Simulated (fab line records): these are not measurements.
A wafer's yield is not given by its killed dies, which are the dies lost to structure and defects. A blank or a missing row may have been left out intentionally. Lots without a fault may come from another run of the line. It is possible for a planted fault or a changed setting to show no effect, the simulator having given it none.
Split-lot study :: flow n5 finfet :: route with 1938 steps; 7 lots, 21 wafers read

== SPLIT DETAILS ==
At N5_BEOL_M6_TRENCH_ETCH_37 (etches SiCOH lowk in C4F6/O2, target depth 94.435 nm, time 31.5 s), the setting time s was moved away from the recipe's 31.5 s on 4 of the 21 wafers read, by -21.4% to +22.1%. This setting was run at the recipe's value on the other wafers.

== FROM THE SPLIT TO THE READING: what the file shows between them, 12 steps ==
- N5_BEOL_M6_ETCH_41: etches SiCN in CH3F/O2, target depth 29.7 nm, time 52 s
- N5_BEOL_M6_STRIP_80: strips in N2/H2, time 10 s
- N5_BEOL_M6_OCD_MEAS_38
- N5_BEOL_M6_ALD_77: deposits TaN, target thk 2 nm, pulse time 2 s, purge time 3 s (also split here: co reactant pulse time s)
- N5_BEOL_M6_SURFACE_TREAT_79
- N5_BEOL_M6_CVD_78: deposits Co from CCTBA/H2, target thk 2 nm, time 142.3 s
- N5_BEOL_M6_ECD_50: material Cu, target thk 300 nm
- N5_BEOL_M6_ANNEAL_51: time 90 s
- N5_BEOL_M6_CMP_52: polishes, stops on SiCOH lowk, t overpolish 6.9 s, target thk 80 nm
- N5_BEOL_M6_THK_MEAS_53: measures by xrf
- N5_BEOL_M6_PRE_CLEAN_55: time 15 s
- N5_BEOL_M6_DEP_56: deposits SiCN from 3MS/NH3, target thk 10 nm, time 17.5 s

== THE READING ==
M6_RS (ohm/sq), read at N5_BEOL_M6_RS_MEAS_57 with a four-point probe. On this fab line, fault-free wafers typically give 0.285 ohm/sq with a standard deviation of 0.011 ohm/sq.

wafer: L075.1
tool, chamber at the split: rie diel-04, 2
time s as run, s: 31.5
against the recipe: recipe
M6_RS, ohm/sq: 0.295
against lot-mates on the recipe: -

wafer: L075.3
tool, chamber at the split: rie diel-04, 0
time s as run, s: 31.5
against the recipe: recipe
M6_RS, ohm/sq: 0.295
against lot-mates on the recipe: -

wafer: L075.5
tool, chamber at the split: rie diel-04, 3
time s as run, s: 31.5
against the recipe: recipe
M6_RS, ohm/sq: 0.292
against lot-mates on the recipe: -

wafer: L074.2
tool, chamber at the split: rie diel-05, 1
time s as run, s: 31.5
against the recipe: recipe
M6_RS, ohm/sq: 0.269
against lot-mates on the recipe: -

wafer: L074.5
tool, chamber at the split: rie diel-05, 1
time s as run, s: 31.5
against the recipe: recipe
M6_RS, ohm/sq: 0.282
against lot-mates on the recipe: -

wafer: L074.6
tool, chamber at the split: rie diel-05, 2
time s as run, s: 31.5
against the recipe: recipe
M6_RS, ohm/sq: 0.293
against lot-mates on the recipe: -

wafer: L078.3
tool, chamber at the split: rie diel-06, 1
time s as run, s: 31.5
against the recipe: recipe
M6_RS, ohm/sq: 0.280
against lot-mates on the recipe: -

wafer: L078.5
tool, chamber at the split: rie diel-06, 3
time s as run, s: 31.5
against the recipe: recipe
M6_RS, ohm/sq: 0.267
against lot-mates on the recipe: -

wafer: L078.6
tool, chamber at the split: rie diel-06, 1
time s as run, s: 31.5
against the recipe: recipe
M6_RS, ohm/sq: 0.276
against lot-mates on the recipe: -

wafer: L080.2
tool, chamber at the split: rie diel-06, 2
time s as run, s: 31.5
against the recipe: recipe
M6_RS, ohm/sq: 0.293
against lot-mates on the recipe: -

wafer: L080.4
tool, chamber at the split: rie diel-06, 1
time s as run, s: 31.5
against the recipe: recipe
M6_RS, ohm/sq: 0.279
against lot-mates on the recipe: -

wafer: L080.5
tool, chamber at the split: rie diel-06, 2
time s as run, s: 31.5
against the recipe: recipe
M6_RS, ohm/sq: 0.299
against lot-mates on the recipe: -

wafer: L084.1
tool, chamber at the split: rie diel-05, 3
time s as run, s: 31.5
against the recipe: recipe
M6_RS, ohm/sq: 0.290
against lot-mates on the recipe: -

wafer: L084.2
tool, chamber at the split: rie diel-05, 0
time s as run, s: 31.5
against the recipe: recipe
M6_RS, ohm/sq: 0.274
against lot-mates on the recipe: -

wafer: L084.3
tool, chamber at the split: rie diel-05, 1
time s as run, s: 24.76
against the recipe: -21.4%
M6_RS, ohm/sq: 0.382
against lot-mates on the recipe: +0.100

wafer: L086.1
tool, chamber at the split: rie diel-04, 2
time s as run, s: 25.38
against the recipe: -19.4%
M6_RS, ohm/sq: 0.401
against lot-mates on the recipe: +0.111

wafer: L086.2
tool, chamber at the split: rie diel-04, 0
time s as run, s: 31.5
against the recipe: recipe
M6_RS, ohm/sq: 0.293
against lot-mates on the recipe: -

wafer: L086.4
tool, chamber at the split: rie diel-04, 1
time s as run, s: 31.5
against the recipe: recipe
M6_RS, ohm/sq: 0.287
against lot-mates on the recipe: -

wafer: L092.1
tool, chamber at the split: rie diel-05, 0
time s as run, s: 38.45
against the recipe: +22.1%
M6_RS, ohm/sq: 0.213
against lot-mates on the recipe: -0.072

wafer: L092.3
tool, chamber at the split: rie diel-05, 2
time s as run, s: 31.5
against the recipe: recipe
M6_RS, ohm/sq: 0.285
against lot-mates on the recipe: -

wafer: L092.4
tool, chamber at the split: rie diel-05, 1
time s as run, s: 38.45
against the recipe: +22.1%
M6_RS, ohm/sq: 0.214
against lot-mates on the recipe: -0.071

THE FIT
A straight line over all 21 wafers: M6_RS changes by -0.00415 ohm/sq for each +1% of time s; r = -0.95; the points scatter about the line by 0.013 ohm/sq.
The same after taking each lot's own level away (the mean of its wafers on the recipe; 21 wafers): -0.00413 ohm/sq for each +1%; r = -0.96; scatter 0.011 ohm/sq.
Per that fit: largest time s move, reading shift of 0.091 ohm/sq.
The lots' own levels span 0.2743 to 0.2940 ohm/sq, that is 1.8 times the standard deviation above.
Consequently the slope shifts little with the lot-to-lot level, the two slopes agreeing.
Check: for one of the wafers moved furthest among these (+22.1%), held out of the fit, the line's prediction against its lot-mates is -0.0941 ohm/sq. Against them it came out at -0.072 ohm/sq.

== ADDITIONAL SPLITS CARRIED BY THESE WAFERS ==
Note: prior to the reading, these wafers also went through further splits. Each is held against what the fit with the lots' levels taken away leaves over:
other split on the same wafers: N5_BEOL_M5_EXPOSE_08 dose mj
wafers away from the commonest value: 6
r with M6_RS (lot level and that fit taken away): -0.11

other split on the same wafers: N5_BEOL_M5_TRENCH_ETCH_37 bias w
wafers away from the commonest value: 3
r with M6_RS (lot level and that fit taken away): -0.23

other split on the same wafers: N5_BEOL_M6_ALD_77 co reactant pulse time s
wafers away from the commonest value: 10
r with M6_RS (lot level and that fit taken away): -0.51

== THE WHOLE CHAIN: every reading that the file lists as answering this split, in the file's order ==
step: N5_BEOL_M6_TRENCH_ETCH_37
what it does: etches SiCOH lowk in C4F6/O2, target depth 94.435 nm, time 31.5 s
reading: etch.depth nm (the simulator's own value, which no gauge read)
change (the file's fit): +0.933 nm for each +1% of the setting
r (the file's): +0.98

step: N5_BEOL_M6_TRENCH_ETCH_37
what it does: etches SiCOH lowk in C4F6/O2, target depth 94.435 nm, time 31.5 s
reading: BEOL_M6.feature depth nm (the simulator's own value, which no gauge read)
change (the file's fit): +0.935 nm for each +1% of the setting
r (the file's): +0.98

step: N5_BEOL_M6_OCD_MEAS_38
what it does: 
reading: trench depth nm
change (the file's fit): +0.939 nm for each +1% of the setting
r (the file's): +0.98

step: N5_BEOL_M6_CMP_52
what it does: polishes, stops on SiCOH lowk, t overpolish 6.9 s, target thk 80 nm
reading: Cu_of_BEOL_M6_ECD_50.thk nm (the simulator's own value, which no gauge read)
change (the file's fit): +0.95 nm for each +1% of the setting
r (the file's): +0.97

step: N5_BEOL_M6_THK_MEAS_53
what it does: measures by xrf
reading: M6_THK
change (the file's fit): +0.966 for each +1% of the setting
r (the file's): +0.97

step: N5_BEOL_M6_RS_MEAS_57
what it does: measures by four-point-probe
reading: M6_RS
change (the file's fit): -0.00443 for each +1% of the setting
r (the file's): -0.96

== THE FILE'S OWN FIT ==
M6_RS changes by -0.00443 ohm/sq for each +1% of time s, r = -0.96.
